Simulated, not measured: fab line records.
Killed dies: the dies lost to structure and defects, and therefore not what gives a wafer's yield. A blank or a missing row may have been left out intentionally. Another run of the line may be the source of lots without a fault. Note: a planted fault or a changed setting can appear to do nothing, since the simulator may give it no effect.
Chamber matching	flow nand-harc	3 sister chambers for NHARC_A_STAIRCASE_DEP_325 on pecvd-04
The step deposits SiO2, target thk 7200 nm. 14 wafers are shown with their chamber, then 7 later ones without.

## WAFERS WITH THEIR CHAMBER
wafer	chamber	heater-power-outer-w (W)	heater-power-w (W)
L074.3	1	444	734
L074.4	2	403	628
L074.5	1	364	621
L081.1	2	539	789
L081.4	1	376	606
L081.5	0	335	638
L085.2	1	449	738
L085.3	2	529	784
L085.6	1	375	596
L088.4	1	370	607
L088.5	0	328	643
L088.6	2	407	639
L091.1	2	494	731
L091.4	1	378	597

SIGNATURES (means of the wafers above)
reading	chamber 0	chamber 1	chamber 2	scatter within a chamber
heater-power-outer-w	331.50	393.71	474.40	47.8
heater-power-w	640.50	642.71	714.20	66.5
Rule: for each reading, subtract the chamber's mean from the wafer's reading, divide by that reading's scatter and square the result; add these up over the readings and take the root, which gives the wafer's distance from the chamber. The wafer belongs to the nearest chamber; if the next one is less than 2 further off, it can't be placed. The scatter is the square root of a quotient: the sum, over the shown wafers, of each reading's squared deviation from its chamber's mean, divided by wafers minus chambers.

## WAFERS MISSING THEIR CHAMBER
wafer	heater-power-outer-w (W)	heater-power-w (W)
L091.5	365	603
L094.3	374	597
L094.5	366	609
L094.6	412	638
L096.1	386	707
L096.2	474	725
L096.5	296	591

## THE CHAMBER EACH PASSED THROUGH
wafer	from the rows above	in truth
L091.5	can't be placed: 1 or 0 or 2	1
L094.3	can't be placed: 1 or 0 or 2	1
L094.5	can't be placed: 1 or 0 or 2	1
L094.6	can't be placed: 1 or 0 or 2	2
L096.1	can't be placed: 1 or 0 or 2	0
L096.2	can't be placed: 2 or 1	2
L096.5	can't be placed: 0 or 1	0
Correctly placed: 0 of 7. Can't be placed from these rows: 7 (the true chamber is among the candidates in 7). Wrongly placed: 0.
